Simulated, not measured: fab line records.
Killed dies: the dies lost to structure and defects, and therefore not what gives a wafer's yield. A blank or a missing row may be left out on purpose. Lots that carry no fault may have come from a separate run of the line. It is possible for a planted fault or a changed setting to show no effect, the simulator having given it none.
Which tool is to blame? || flow nand harc || Sampling: 13 lots, 39 wafers, 5 of 1302 route steps

## WHAT THE GAUGES READ, wafer by wafer
NHARC_P_ZERO_WELL_CD_MEAS_37: target cd 720 nm. Usual: cd nm 720.0 nm, standard deviation 1.7.
{"lot": "L419", "measured": "day 2 00:10", "on": "cd sem-01", "cd nm (nm)": "720.3 718.0 719.8", "flag": ""}
{"lot": "L420", "measured": "day 2 09:58", "on": "cd sem-03", "cd nm (nm)": "720.7 720.1 718.0", "flag": ""}
{"lot": "L423", "measured": "day 3 16:19", "on": "cd sem-01", "cd nm (nm)": "720.8 721.3 721.3", "flag": ""}
{"lot": "L425", "measured": "day 4 12:45", "on": "cd sem-03", "cd nm (nm)": "720.0 720.0 723.3", "flag": ""}
{"lot": "L426", "measured": "day 4 21:50", "on": "cd sem-01", "cd nm (nm)": "720.5 722.4 722.7", "flag": ""}
{"lot": "L428", "measured": "day 5 18:25", "on": "cd sem-01", "cd nm (nm)": "720.9 717.8 721.1", "flag": ""}
{"lot": "L432", "measured": "day 7 11:04", "on": "cd sem-01", "cd nm (nm)": "- - -", "flag": "OFF"}
{"lot": "L433", "measured": "day 7 20:09", "on": "cd sem-02", "cd nm (nm)": "720.5 719.4 719.8", "flag": ""}
{"lot": "L436", "measured": "day 9 02:06", "on": "cd sem-01", "cd nm (nm)": "719.0 719.8 721.2", "flag": ""}
{"lot": "L439", "measured": "day 10 08:25", "on": "cd sem-03", "cd nm (nm)": "719.4 717.5 719.9", "flag": ""}
{"lot": "L440", "measured": "day 10 18:10", "on": "cd sem-03", "cd nm (nm)": "721.1 720.4 720.6", "flag": ""}
{"lot": "L441", "measured": "day 11 04:10", "on": "cd sem-03", "cd nm (nm)": "721.7 722.1 718.8", "flag": ""}
{"lot": "L442", "measured": "day 11 14:22", "on": "cd sem-02", "cd nm (nm)": "721.5 720.1 718.7", "flag": ""}

NHARC_P_STI_CD_MEAS_09: target cd 200 nm. Usual: cd nm 199.7 nm, standard deviation 2.7.
{"lot": "L419", "measured": "day 2 20:57", "on": "cd sem-01", "cd nm (nm)": "197.3 201.9 199.8", "flag": ""}
{"lot": "L420", "measured": "day 3 05:38", "on": "cd sem-03", "cd nm (nm)": "199.2 201.7 204.6", "flag": ""}
{"lot": "L423", "measured": "day 4 12:36", "on": "cd sem-02", "cd nm (nm)": "196.9 202.4 199.4", "flag": ""}
{"lot": "L425", "measured": "day 5 10:40", "on": "cd sem-03", "cd nm (nm)": "196.0 201.0 195.9", "flag": ""}
{"lot": "L426", "measured": "day 5 18:26", "on": "cd sem-02", "cd nm (nm)": "201.7 200.9 203.4", "flag": ""}
{"lot": "L428", "measured": "day 6 12:58", "on": "cd sem-01", "cd nm (nm)": "198.1 206.2 198.5", "flag": ""}
{"lot": "L433", "measured": "day 8 14:05", "on": "cd sem-01", "cd nm (nm)": "200.4 199.1 201.9", "flag": ""}
{"lot": "L436", "measured": "day 9 22:21", "on": "cd sem-02", "cd nm (nm)": "199.5 198.4 204.3", "flag": ""}
{"lot": "L439", "measured": "day 11 05:35", "on": "cd sem-01", "cd nm (nm)": "200.6 202.9 199.3", "flag": ""}
{"lot": "L440", "measured": "day 11 15:48", "on": "cd sem-03", "cd nm (nm)": "193.3 198.3 197.5", "flag": ""}
{"lot": "L441", "measured": "day 12 03:49", "on": "cd sem-02", "cd nm (nm)": "196.3 196.1 199.0", "flag": ""}
{"lot": "L442", "measured": "day 12 10:14", "on": "cd sem-01", "cd nm (nm)": "202.7 203.3 199.3", "flag": ""}

## EACH LOT AND THE TOOL THAT RAN IT (in order: tool; ch and the chambers of the sampled wafers; start)
{"lot": "L419", "NHARC_P_ZERO_WELL_DESCUM_13": "rie diel-03 ch 0,3, day 1 21:25", "NHARC_P_ZERO_WELL_DESCUM_26": "rie diel-03 ch 0,1, day 1 22:40", "NHARC_P_ZERO_WELL_EXPOSE_34": "krf scanner-02 ch 0, day 2 00:00"}
{"lot": "L420", "NHARC_P_ZERO_WELL_DESCUM_13": "rie diel-03 ch 0,1,3, day 2 07:24", "NHARC_P_ZERO_WELL_DESCUM_26": "rie diel-03 ch 0,1,2, day 2 08:37", "NHARC_P_ZERO_WELL_EXPOSE_34": "krf scanner-02 ch 0, day 2 09:49"}
{"lot": "L423", "NHARC_P_ZERO_WELL_DESCUM_13": "rie diel-07 ch 2,3, day 3 13:24", "NHARC_P_ZERO_WELL_DESCUM_26": "rie diel-07 ch 0,2,3, day 3 14:56", "NHARC_P_ZERO_WELL_EXPOSE_34": "krf scanner-01 ch 0, day 3 16:09"}
{"lot": "L425", "NHARC_P_ZERO_WELL_DESCUM_13": "rie diel-07 ch 1,2,3, day 4 09:25", "NHARC_P_ZERO_WELL_DESCUM_26": "rie diel-07 ch 0,1, day 4 11:16", "NHARC_P_ZERO_WELL_EXPOSE_34": "krf scanner-01 ch 0, day 4 12:35"}
{"lot": "L426", "NHARC_P_ZERO_WELL_DESCUM_13": "rie diel-07 ch 2,3, day 4 19:17", "NHARC_P_ZERO_WELL_DESCUM_26": "rie diel-03 ch 0,1, day 4 20:29", "NHARC_P_ZERO_WELL_EXPOSE_34": "krf scanner-01 ch 0, day 4 21:40"}
{"lot": "L428", "NHARC_P_ZERO_WELL_DESCUM_13": "rie diel-05 ch 0,1, day 5 15:25", "NHARC_P_ZERO_WELL_DESCUM_26": "rie diel-07 ch 1,2,3, day 5 16:53", "NHARC_P_ZERO_WELL_EXPOSE_34": "krf scanner-01 ch 0, day 5 18:16"}
{"lot": "L432", "NHARC_P_ZERO_WELL_DESCUM_13": "rie diel-03 ch 1,2,3, day 7 07:29", "NHARC_P_ZERO_WELL_DESCUM_26": "rie diel-07 ch 1,3, day 7 09:01", "NHARC_P_ZERO_WELL_EXPOSE_34": "krf scanner-02 ch 0, day 7 10:55"}
{"lot": "L433", "NHARC_P_ZERO_WELL_DESCUM_13": "rie diel-05 ch 2,3, day 7 17:23", "NHARC_P_ZERO_WELL_DESCUM_26": "rie diel-07 ch 0,1, day 7 18:41", "NHARC_P_ZERO_WELL_EXPOSE_34": "krf scanner-01 ch 0, day 7 20:00"}
{"lot": "L436", "NHARC_P_ZERO_WELL_DESCUM_13": "rie diel-05 ch 1,2,3, day 8 23:25", "NHARC_P_ZERO_WELL_DESCUM_26": "rie diel-07 ch 0,1, day 9 00:37", "NHARC_P_ZERO_WELL_EXPOSE_34": "krf scanner-03 ch 0, day 9 01:56"}
{"lot": "L439", "NHARC_P_ZERO_WELL_DESCUM_13": "rie diel-07 ch 0,1,3, day 10 05:24", "NHARC_P_ZERO_WELL_DESCUM_26": "rie diel-03 ch 1,2, day 10 06:52", "NHARC_P_ZERO_WELL_EXPOSE_34": "krf scanner-02 ch 0, day 10 08:15"}
{"lot": "L440", "NHARC_P_ZERO_WELL_DESCUM_13": "rie diel-07 ch 1,2, day 10 15:16", "NHARC_P_ZERO_WELL_DESCUM_26": "rie diel-03 ch 3, day 10 16:37", "NHARC_P_ZERO_WELL_EXPOSE_34": "krf scanner-01 ch 0, day 10 18:01"}
{"lot": "L441", "NHARC_P_ZERO_WELL_DESCUM_13": "rie diel-07 ch 2,3, day 11 01:24", "NHARC_P_ZERO_WELL_DESCUM_26": "rie diel-05 ch 0,2, day 11 02:40", "NHARC_P_ZERO_WELL_EXPOSE_34": "krf scanner-02 ch 0, day 11 04:00"}
{"lot": "L442", "NHARC_P_ZERO_WELL_DESCUM_13": "rie diel-03 ch 1,3, day 11 11:26", "NHARC_P_ZERO_WELL_DESCUM_26": "rie diel-03 ch 1,2, day 11 13:00", "NHARC_P_ZERO_WELL_EXPOSE_34": "krf scanner-02 ch 0, day 11 14:13"}
- NHARC_P_ZERO_WELL_DESCUM_13: chemistry O2, time 3 s.
- NHARC_P_ZERO_WELL_DESCUM_26: chemistry O2, time 3 s.
- NHARC_P_ZERO_WELL_EXPOSE_34: exposes mask P PWELL, target cd 720 nm.

## AS READ BY THE TOOLS THEMSELVES (means over the sampled wafers that have a number; for cases with no such wafer, the mark the record gives instead)
NHARC_P_ZERO_WELL_DESCUM_13. Usual: drypump motor current A 5.9 A, standard deviation 0.45; o2 flow sccm 200.0 sccm, standard deviation 0.54; oes product au 1.002 a.u., standard deviation 0.0094; rf vpp V 57.6 V, standard deviation 0.89; showerhead plenum p Torr 1.87 Torr, standard deviation 0.11; throttle valve pct 11.312 %, standard deviation 0.0098.
{"lot": "L419", "tool": "rie diel-03", "drypump motor current A (A)": 6.3, "o2 flow sccm (sccm)": 199.6, "oes product au (a.u.)": 0.999, "rf vpp V (V)": 57.4, "showerhead plenum p Torr (Torr)": 1.81, "throttle valve pct (%)": 11.313, "flag": ""}
{"lot": "L420", "tool": "rie diel-03", "drypump motor current A (A)": 6.2, "o2 flow sccm (sccm)": 199.9, "oes product au (a.u.)": 0.999, "rf vpp V (V)": 57.1, "showerhead plenum p Torr (Torr)": 1.81, "throttle valve pct (%)": 11.310, "flag": ""}
{"lot": "L423", "tool": "rie diel-07", "drypump motor current A (A)": 6.0, "o2 flow sccm (sccm)": 199.7, "oes product au (a.u.)": 1.004, "rf vpp V (V)": 57.7, "showerhead plenum p Torr (Torr)": 1.95, "throttle valve pct (%)": 11.310, "flag": ""}
{"lot": "L425", "tool": "rie diel-07", "drypump motor current A (A)": 5.9, "o2 flow sccm (sccm)": 199.8, "oes product au (a.u.)": 1.000, "rf vpp V (V)": 57.3, "showerhead plenum p Torr (Torr)": 1.87, "throttle valve pct (%)": 11.315, "flag": ""}
{"lot": "L426", "tool": "rie diel-07", "drypump motor current A (A)": 5.8, "o2 flow sccm (sccm)": 199.7, "oes product au (a.u.)": 1.000, "rf vpp V (V)": 57.7, "showerhead plenum p Torr (Torr)": 1.88, "throttle valve pct (%)": 11.299, "flag": ""}
{"lot": "L428", "tool": "rie diel-05", "drypump motor current A (A)": 5.2, "o2 flow sccm (sccm)": 200.0, "oes product au (a.u.)": 1.000, "rf vpp V (V)": 58.3, "showerhead plenum p Torr (Torr)": 1.90, "throttle valve pct (%)": 11.311, "flag": ""}
{"lot": "L432", "tool": "rie diel-03", "drypump motor current A (A)": 6.3, "o2 flow sccm (sccm)": 199.8, "oes product au (a.u.)": 0.997, "rf vpp V (V)": 57.7, "showerhead plenum p Torr (Torr)": 1.88, "throttle valve pct (%)": 11.311, "flag": ""}
{"lot": "L433", "tool": "rie diel-05", "drypump motor current A (A)": 5.6, "o2 flow sccm (sccm)": 199.7, "oes product au (a.u.)": 1.004, "rf vpp V (V)": 58.4, "showerhead plenum p Torr (Torr)": 1.90, "throttle valve pct (%)": 11.314, "flag": ""}
{"lot": "L436", "tool": "rie diel-05", "drypump motor current A (A)": 5.7, "o2 flow sccm (sccm)": 200.2, "oes product au (a.u.)": 1.004, "rf vpp V (V)": 57.4, "showerhead plenum p Torr (Torr)": 1.85, "throttle valve pct (%)": 11.309, "flag": ""}
{"lot": "L439", "tool": "rie diel-07", "drypump motor current A (A)": 5.9, "o2 flow sccm (sccm)": 200.6, "oes product au (a.u.)": 1.005, "rf vpp V (V)": 57.7, "showerhead plenum p Torr (Torr)": 1.92, "throttle valve pct (%)": 11.314, "flag": ""}
{"lot": "L440", "tool": "rie diel-07", "drypump motor current A (A)": 5.7, "o2 flow sccm (sccm)": 199.4, "oes product au (a.u.)": 1.006, "rf vpp V (V)": 57.2, "showerhead plenum p Torr (Torr)": 1.79, "throttle valve pct (%)": 11.321, "flag": ""}
{"lot": "L441", "tool": "rie diel-07", "drypump motor current A (A)": 6.0, "o2 flow sccm (sccm)": 200.4, "oes product au (a.u.)": 0.990, "rf vpp V (V)": 58.4, "showerhead plenum p Torr (Torr)": 1.93, "throttle valve pct (%)": 11.307, "flag": ""}
{"lot": "L442", "tool": "rie diel-03", "drypump motor current A (A)": 6.2, "o2 flow sccm (sccm)": 200.5, "oes product au (a.u.)": 1.001, "rf vpp V (V)": 57.1, "showerhead plenum p Torr (Torr)": 1.78, "throttle valve pct (%)": 11.310, "flag": ""}

NHARC_P_ZERO_WELL_DESCUM_26. Usual: drypump motor current A 5.9 A, standard deviation 0.48; o2 flow sccm 200.1 sccm, standard deviation 0.54; oes product au 0.998 a.u., standard deviation 0.0097; rf vpp V 57.6 V, standard deviation 0.98; showerhead plenum p Torr 1.88 Torr, standard deviation 0.11; throttle valve pct 11.310 %, standard deviation 0.0091.
{"lot": "L419", "tool": "rie diel-03", "drypump motor current A (A)": 6.0, "o2 flow sccm (sccm)": 200.6, "oes product au (a.u.)": 0.995, "rf vpp V (V)": 58.2, "showerhead plenum p Torr (Torr)": 1.81, "throttle valve pct (%)": 11.319, "flag": ""}
{"lot": "L420", "tool": "rie diel-03", "drypump motor current A (A)": 6.0, "o2 flow sccm (sccm)": 199.9, "oes product au (a.u.)": 0.993, "rf vpp V (V)": 57.4, "showerhead plenum p Torr (Torr)": 1.80, "throttle valve pct (%)": 11.311, "flag": ""}
{"lot": "L423", "tool": "rie diel-07", "drypump motor current A (A)": 5.9, "o2 flow sccm (sccm)": 200.4, "oes product au (a.u.)": 1.004, "rf vpp V (V)": 57.6, "showerhead plenum p Torr (Torr)": 1.95, "throttle valve pct (%)": 11.315, "flag": ""}
{"lot": "L425", "tool": "rie diel-07", "drypump motor current A (A)": 5.9, "o2 flow sccm (sccm)": 200.3, "oes product au (a.u.)": 0.999, "rf vpp V (V)": 57.6, "showerhead plenum p Torr (Torr)": 1.94, "throttle valve pct (%)": 11.311, "flag": ""}
{"lot": "L426", "tool": "rie diel-03", "drypump motor current A (A)": 6.0, "o2 flow sccm (sccm)": 200.0, "oes product au (a.u.)": 0.991, "rf vpp V (V)": 57.7, "showerhead plenum p Torr (Torr)": 1.80, "throttle valve pct (%)": 11.314, "flag": ""}
{"lot": "L428", "tool": "rie diel-07", "drypump motor current A (A)": 5.9, "o2 flow sccm (sccm)": 200.4, "oes product au (a.u.)": 0.993, "rf vpp V (V)": 56.6, "showerhead plenum p Torr (Torr)": 1.86, "throttle valve pct (%)": 11.310, "flag": ""}
{"lot": "L432", "tool": "rie diel-07", "drypump motor current A (A)": 6.0, "o2 flow sccm (sccm)": 199.7, "oes product au (a.u.)": 0.991, "rf vpp V (V)": 57.5, "showerhead plenum p Torr (Torr)": 1.92, "throttle valve pct (%)": 11.309, "flag": ""}
{"lot": "L433", "tool": "rie diel-07", "drypump motor current A (A)": 5.9, "o2 flow sccm (sccm)": 199.9, "oes product au (a.u.)": 0.997, "rf vpp V (V)": 57.8, "showerhead plenum p Torr (Torr)": 1.94, "throttle valve pct (%)": 11.312, "flag": ""}
{"lot": "L436", "tool": "rie diel-07", "drypump motor current A (A)": 5.8, "o2 flow sccm (sccm)": 199.7, "oes product au (a.u.)": 1.003, "rf vpp V (V)": 56.2, "showerhead plenum p Torr (Torr)": 1.85, "throttle valve pct (%)": 11.320, "flag": ""}
{"lot": "L439", "tool": "rie diel-03", "drypump motor current A (A)": 6.1, "o2 flow sccm (sccm)": 200.2, "oes product au (a.u.)": 1.007, "rf vpp V (V)": 57.9, "showerhead plenum p Torr (Torr)": 1.98, "throttle valve pct (%)": 11.308, "flag": ""}
{"lot": "L440", "tool": "rie diel-03", "drypump motor current A (A)": 6.6, "o2 flow sccm (sccm)": 199.8, "oes product au (a.u.)": 1.003, "rf vpp V (V)": 56.9, "showerhead plenum p Torr (Torr)": 1.78, "throttle valve pct (%)": 11.319, "flag": ""}
{"lot": "L441", "tool": "rie diel-05", "drypump motor current A (A)": 5.2, "o2 flow sccm (sccm)": 199.7, "oes product au (a.u.)": 0.999, "rf vpp V (V)": 57.6, "showerhead plenum p Torr (Torr)": 2.01, "throttle valve pct (%)": 11.318, "flag": ""}
{"lot": "L442", "tool": "rie diel-03", "drypump motor current A (A)": 6.1, "o2 flow sccm (sccm)": 199.3, "oes product au (a.u.)": 1.004, "rf vpp V (V)": 58.3, "showerhead plenum p Torr (Torr)": 1.97, "throttle valve pct (%)": 11.306, "flag": ""}

## THE ANSWER, worked out from the rows above alone
Rule: a lot is off if the mean of its wafers that have a number lies more than 3 standard deviations from the usual mean. A lot without any number at a reading at which 4 lots or more have one is off too. Where the step has rows for the other lots, those lots are counted as sound. Order of review: gauges by route order, followed by the tools' own readings, for which a lot's mean as printed above is used. At the first step where some lot is off, the reading lying furthest off is the one used; lots without a number count as furthest.
Off at NHARC_P_ZERO_WELL_CD_MEAS_37 (cd nm): L432. Without a number there: L432.
If a tool, at a process step before that reading, ran all the lots that are off and no sound lot after the first of them, it fits. Those tools and the gauges at NHARC_P_ZERO_WELL_CD_MEAS_37 are tried in the same way. No candidate that was tried fits.

## WHAT HAD BEEN PUT IN BY THE SIMULATOR
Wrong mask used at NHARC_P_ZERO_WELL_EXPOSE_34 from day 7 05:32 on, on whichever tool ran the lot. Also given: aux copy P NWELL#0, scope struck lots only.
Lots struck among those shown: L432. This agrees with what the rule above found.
